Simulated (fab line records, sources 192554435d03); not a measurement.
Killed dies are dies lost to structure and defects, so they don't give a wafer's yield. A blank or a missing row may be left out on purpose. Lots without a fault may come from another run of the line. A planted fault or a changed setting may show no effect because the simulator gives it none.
fab line records | flow n5_finfet
record lots=11 wafers=33 last_day=16
route steps=1938 shown BEOL_M9@1404 PASSIVATION@1936
lots that met no fault: from a run of the same line without faults
start_h: hours from the record's first day to the start of the lot's first wafer shown | wait_h: hours since the lot's step before | " the same as in the row above | L1.1+2: a row that stands for several wafers | - no value, or no start given | * or withheld: withheld | < > ~ a bound
route shown NAME@n: a module of which the file shows steps, and the number in the route of the first | usual: mean/standard deviation of fault-free wafers | same: alike in all rows | chamber/n: place in a boat | sites: the reading at each site | _std_site: their standard deviation | _edge_site: outer sites' mean less inner sites' | radius_mm: how far each site lies from the wafer's centre | mask NAME#n: copy n | behind: the tool/chamber that last shaped the wafer | hold: why the lot was held/for how many hours/how that ended | device: the transistor (n, p or np) that didn't switch | end of line: the same wafers' tests at the end of the route | a step without rows: its recipe alone | killed: dies lost to structure and defects at the first sort, not the wafer's yield | map: a wafer's dies, x killed, . not, _ none there
set.NAME: the setting as run; set.NAME@STEP: as run at that earlier step | model.NAME: the simulator's own value behind a step, which no gauge read
steps of the route over a sample of lots; a table a step, a row a wafer
services: from which hour (start_h, from the record's first day; less than 0 if before it) a tool's chamber was out of use, for how many hours, and why
## steps
# step N5_BEOL_M9_PECVD_70
# recipe material=SiO2 target_thk_a=200 temp_c=400 precursor=TEOS/O2 pressure_torr=5.5 rf_w=450 teos_flow_sccm=53.8 gas=O2 flow_sccm=3000 time_s=22.7
# usual heater_power_w=712/91 showerhead_plenum_p_Torr=8.83/0.066 throttle_valve_pct=22.0/1
# columns lot.wafer tool chamber start_h wait_h heater_power_w showerhead_plenum_p_Torr throttle_valve_pct
L545.2 pecvd-02 0 208.82 0.0 699 8.77 21.8
L545.5 " 0 " " 709 8.78 21.9
L545.6 " 2 " " 756 8.79 21.2
L546.1 pecvd-03 1 229.69 0.0 569 8.74 23.8
L546.4 " 2 " " 551 8.89 22.6
L546.6 " 1 " " 575 8.73 23.6
L550.3 pecvd-01 2 245.12 0.0 731 8.92 20.2
L550.4 " 0 " " 738 8.88 21.7
L550.5 " 1 " " 881 8.82 22.0
L547.3 pecvd-01 0 247.61 0.0 767 8.91 21.6
L547.5 " 1 " " 836 8.83 22.2
L547.6 " 2 " " 740 8.91 19.9
L551.1 pecvd-03 2 258.42 0.0 617 8.89 23.1
L551.5 " 0 " " 764 8.78 21.2
L551.6 " 2 " " 634 8.89 22.8
L554.1 pecvd-03 2 278.31 0.0 676 8.89 23.1
L554.3 " 1 " " 653 8.71 24.0
L554.4 " 2 " " 691 8.91 22.7
L555.1 pecvd-01 1 283.04 0.0 836 8.81 21.9
L555.4 " 2 " " 651 8.93 20.4
L555.6 " 0 " " 765 8.89 21.6
L556.1 pecvd-01 0 294.08 0.0 802 8.88 21.6
L556.3 " 1 " " 862 8.84 22.1
L556.5 " 1 " " 849 8.84 22.1
L558.1 pecvd-01 2 296.23 0.0 736 8.89 20.3
L558.3 " 0 " " 827 8.85 21.7
L558.4 " 1 " " 899 8.81 22.1
L557.1 pecvd-03 1 301.46 0.0 682 8.73 23.6
L557.4 " 2 " " 562 8.86 23.2
L557.5 " 0 " " 772 8.77 21.4
L561.2 pecvd-01 1 321.21 0.0 887 8.81 22.0
L561.3 " 2 " " 760 8.91 20.0
L561.6 " 1 " " 878 8.82 22.3
# step N5_BEOL_M9_CD_MEAS_35
# recipe target_cd_nm=70 target_cd_y_nm=40 polarity=opening
# usual cd_nm=69.9/0.71
# columns lot.wafer tool chamber start_h wait_h cd_nm
L545.2 cd_sem-01 - 212.96 0.0 70.4
L545.5 " - " " 69.2
L545.6 " - " " 69.9
L546.1 cd_sem-03 - 235.05 0.0 70.8
L546.4 " - " " 69.7
L546.6 " - " " 70.1
L550.3 cd_sem-01 - 248.04 0.0 69.7
L550.4 " - " " 69.5
L550.5 " - " " 69.2
L547.3 cd_sem-01 - 252.89 0.0 70.6
L547.5 " - " " 70.5
L547.6 " - " " 69.0
L551.1 cd_sem-03 - 264.04 0.0 71.1
L551.5 " - " " 69.3
L551.6 " - " " 69.5
L554.1 cd_sem-02 - 282.65 0.0 70.5
L554.3 " - " " 70.6
L554.4 " - " " 69.5
L555.1 cd_sem-01 - 290.17 0.0 68.7
L555.4 " - " " 69.7
L555.6 " - " " 70.1
L556.1 cd_sem-01 - 298.56 0.0 70.0
L556.3 " - " " 69.9
L556.5 " - " " 70.7
L558.1 cd_sem-01 - 300.62 0.0 68.5
L558.3 " - " " 69.1
L558.4 " - " " 70.6
L557.1 cd_sem-01 - 305.35 0.0 70.3
L557.4 " - " " 69.8
L557.5 " - " " 69.6
L561.2 cd_sem-02 - 327.27 0.0 70.0
L561.3 " - " " 69.3
L561.6 " - " " 70.2
# step N5_BEOL_M9_DEGAS_44
# recipe ambient=vacuum temp_c=250 time_s=60
# usual heater_power_w=331/25
# columns lot.wafer tool chamber start_h wait_h heater_power_w
L545.2 pvd_sputter-02 - 213.70 0.5 336
L545.5 " - " " 307
L545.6 " - " " 346
L546.1 pvd_sputter-03 - 235.46 0.3 324
L546.4 " - " " 321
L546.6 " - " " 349
L550.3 pvd_sputter-01 - 248.54 0.3 286
L550.4 " - " " 286
L550.5 " - " " 338
L547.3 pvd_sputter-01 - 253.36 0.3 294
L547.5 " - " " 344
L547.6 " - " " 282
L551.1 pvd_sputter-03 - 265.50 1.3 315
L551.5 " - " " 315
L551.6 " - " " 346
L554.1 pvd_sputter-01 - 283.83 1.1 290
L554.3 " - " " 291
L554.4 " - " " 335
L555.1 pvd_sputter-02 - 290.84 0.6 341
L555.4 " - " " 339
L555.6 " - " " 354
L556.1 pvd_sputter-03 - 299.24 0.6 362
L556.3 " - " " 364
L556.5 " - " " 320
L558.1 pvd_sputter-03 - 301.00 0.3 359
L558.3 " - " " 328
L558.4 " - " " 356
L557.1 pvd_sputter-03 - 306.06 0.6 324
L557.4 " - " " 332
L557.5 " - " " 353
L561.2 pvd_sputter-03 - 327.67 0.3 363
L561.3 " - " " 312
L561.6 " - " " 356
# step N5_BEOL_M9_CMP_52
# recipe stop_on=SiCOH_lowk t_overpolish_s=7 down_force_psi=1 platen_rpm=50 clearing_platen_down_force_psi=1.5 clearing_platen_rpm=50 post_cmp_clean=cu_alkaline target_thk_nm=140 clearing_platen_pad_velocity_m_s=0.99484 pad_velocity_m_s=0.99484
# usual barrier_field_endpoint_s=29.0/0.68 edge_zone_pressure_frac=1.000/0.0046 motor_current_A=5.9/0.46
# columns lot.wafer tool chamber start_h wait_h barrier_field_endpoint_s edge_zone_pressure_frac motor_current_A
L545.2 cmp-03 0 215.71 0.3 28.4 0.996 6.1
L545.5 " 1 " " 29.5 1.002 5.6
L545.6 " 2 " " 30.4 1.002 5.7
L546.4 cmp-03 3 237.45 0.2 30.0 1.005 6.1
L546.1 " 0 " " 29.1 0.997 6.0
L546.6 " 0 " " 29.6 0.997 6.0
L550.4 cmp-02 3 250.25 0.2 28.8 0.999 4.9
L550.3 " 0 " " 27.8 1.001 6.2
L550.5 " 2 " " 28.3 0.992 6.6
L547.3 cmp-02 2 255.29 0.3 29.1 1.002 5.8
L547.6 " 3 " " 30.1 0.992 5.3
L547.5 " 0 " " 29.5 0.998 6.3
L551.1 cmp-02 3 266.68 0.3 29.0 0.998 5.3
L551.5 " 1 " " 29.4 0.993 6.2
L551.6 " 2 " " 29.6 1.002 6.1
L554.4 cmp-04 3 285.37 0.2 29.3 0.989 5.3
L554.3 " 0 " " 30.1 0.993 6.0
L554.1 " 1 " " 28.2 1.006 5.2
L555.4 cmp-04 3 292.81 0.2 28.7 1.002 5.2
L555.1 " 0 " " 30.0 0.998 6.3
L555.6 " 0 " " 29.4 1.001 6.1
L556.3 cmp-02 3 300.47 0.2 28.5 1.001 5.3
L556.1 " 0 " " 29.6 1.001 6.4
L556.5 " 3 " " 28.3 1.000 5.4
L558.4 cmp-02 0 302.58 0.1 28.2 1.012 6.5
L558.1 " 1 " " 23.8 1.006 5.9
L558.3 " 3 " " 28.0 0.998 5.1
L557.1 cmp-04 2 307.34 0.3 29.0 1.000 6.3
L557.4 " 3 " " 29.1 1.004 5.3
L557.5 " 2 " " 29.6 0.996 6.2
L561.3 cmp-02 2 329.21 0.2 28.9 1.007 6.7
L561.2 " 3 " " 28.4 1.011 5.1
L561.6 " 3 " " 24.2 1.014 5.4
# step N5_BEOL_M9_RS_MEAS_57
# recipe thk_meas_gauge=four-point-probe reads=Cu_of_BEOL_M9_ECD_50+Co_of_BEOL_M9_CVD_78+TaN_of_BEOL_M9_ALD_74
# usual M9_RS=0.151/0.0037
# columns lot.wafer tool chamber start_h wait_h M9_RS[ohm/sq]
L545.2 film_metro-02 - 216.03 0.1 0.155
L545.5 " - " " 0.150
L545.6 " - " " 0.156
L546.1 film_metro-02 - 237.88 0.1 0.154
L546.4 " - " " 0.152
L546.6 " - " " 0.154
L550.3 film_metro-02 - 250.61 0.1 0.152
L550.4 " - " " 0.154
L550.5 " - " " 0.148
L547.3 film_metro-01 - 255.61 0.1 0.156
L547.5 " - " " 0.149
L547.6 " - " " 0.156
L551.1 film_metro-01 - 267.03 0.1 0.158
L551.5 " - " " 0.148
L551.6 " - " " 0.151
L554.1 film_metro-01 - 285.77 0.1 0.150
L554.3 " - " " 0.147
L554.4 " - " " 0.152
L555.1 film_metro-02 - 293.28 0.1 0.150
L555.4 " - " " 0.146
L555.6 " - " " 0.154
L556.1 film_metro-02 - 300.86 0.1 0.151
L556.3 " - " " 0.153
L556.5 " - " " 0.153
L558.1 film_metro-01 - 303.00 0.1 0.150
L558.3 " - " " 0.149
L558.4 " - " " 0.147
L557.1 film_metro-02 - 307.77 0.1 0.147
L557.4 " - " " 0.150
L557.5 " - " " 0.153
L561.2 film_metro-02 - 329.64 0.1 0.145
L561.3 " - " " 0.153
L561.6 " - " " 0.149
# step N5_PASSIVATION_PROBE_49
# usual defect_limited_yield=90.9/1.4 killed_at_M0_to_M3=37/12 killed_at_M4_up=14/5.3 killed_at_contacts=12/6.2 killed_at_front_end=41/11 killed_at_other=3.7/2.9 killed_dies=107/17 killed_open=71/12 killed_short=34/7.9 sort_bin_5_function=5.3/0.95 sort_bin_6_memory=3.4/0.7 sort_bin_8_speed=0.00/0.0099 sort_n_pass=1073/17 sort_yield_pct=90.9/1.5
# same gross_dies=1180 killed_at_back_side=0 sort_bin_4_leakage[%]=0
# columns lot.wafer tool chamber start_h wait_h defect_limited_yield[%] killed_at_M0_to_M3 killed_at_M4_up killed_at_contacts killed_at_front_end killed_at_other killed_dies killed_open killed_short sort_bin_5_function[%] sort_bin_6_memory[%] sort_bin_8_speed[%] sort_n_pass sort_yield_pct[%]
L554.1 prober-02 - 341.82 0.0 88.8 51 13 12 52 4 132 91 38 6.2 4.5 0 1048 88.8
L554.3 prober-02 - 341.92 0.1 91.2 32 21 19 30 2 104 69 32 5.3 2.9 0 1076 91.2
L554.4 prober-02 - 341.97 0.2 90.7 34 14 11 43 8 110 69 40 5.3 3.7 0 1070 90.7
# killed by level:class
L554.1 BEOL_M3:geometric_particle:open=12 MOL_CONTACT_COAG:geometric_particle:open=11 FIN_SAQP:geometric_particle:open=10 FIN_SAQP:geometric_particle:short=10 BEOL_M0_SAQP:geometric_particle:open=10 GATE_CUT:geometric_particle:short=9 BEOL_M0_SAQP:geometric_particle:short=9 BEOL_M1:geometric_particle:open=9
L554.3 MOL_CONTACT_COAG:geometric_particle:open=13 STI_FIN_REVEAL:geometric_particle:open=9 BEOL_M4:geometric_particle:open=9 BEOL_M3:geometric_particle:open=7 FIN_SAQP:geometric_particle:short=5 MOL_CONTACT_COAG:geometric_particle:short=5 BEOL_M1:geometric_particle:open=5 BEOL_M2:geometric_particle:short=5
L554.4 BEOL_M0_SAQP:geometric_particle:open=12 BEOL_M0_SAQP:geometric_particle:short=11 GATE_CUT:geometric_particle:open=10 DUMMY_GATE:geometric_particle:open=8 MOL_CONTACT_COAG:geometric_particle:open=8 STI_FIN_REVEAL:geometric_particle:open=6 FIN_SAQP:geometric_particle:short=5 GATE_CUT:geometric_particle:short=4
## services
# columns tool chamber start_h hours kind
pecvd-03 0 186.08 5.0 scheduled_down
cmp-04 - 199.73 4.0 pm
cmp-04 - 203.73 - consumable_replace:conditioner
cmp-04 - 203.73 - consumable_replace:pad
cmp-04 - 204.42 1.4 repair
cmp-04 - 218.83 0.5 repair
pecvd-03 0 227.38 25.5 repair
pvd_sputter-01 - 231.67 2.2 repair
pvd_sputter-01 - 236.50 2.7 repair
pecvd-01 0 239.72 2.1 scheduled_down
cmp-04 - 252.53 18.1 pm
pecvd-01 - 262.81 2.8 pm
pecvd-02 - 265.94 6.0 pm
pecvd-02 - 289.68 2.4 repair
cmp-03 - 290.76 4.0 pm
pecvd-03 0 292.95 5.5 scheduled_down
cmp-03 - 294.76 - consumable_replace:conditioner
cmp-03 - 294.76 - consumable_replace:pad
cmp-03 - 296.86 6.4 repair
cmp-02 - 305.22 4.0 pm
cmp-02 - 309.22 - consumable_replace:conditioner
cmp-02 - 309.22 - consumable_replace:pad
cmp-02 - 320.54 8.6 pm
pecvd-03 1 321.47 16.8 repair
## key
first_sign step=N5_BEOL_M9_CMP_52 reading=barrier_field_endpoint_s direction=down sigmas=7.4 usual=29.0 struck=24.0
effect none on later readings
met_at N5_BEOL_M9_PECVD_70
struck_lots L558,L561
struck_wafers L558.1,L561.6
not_acting_at N5_BEOL_M9_CD_MEAS_35,N5_BEOL_M9_DEGAS_44,N5_BEOL_M9_RS_MEAS_57
onset_between 294.08 296.23
fault kind=process_parameter_drift tool=pecvd-01 chamber=- onset_h=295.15 steps=N5_BEOL_M9_PECVD_70 channel=time_s offset=* shape=step end_h=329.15 scope=struck_wafers_only acts_in=* stated=*
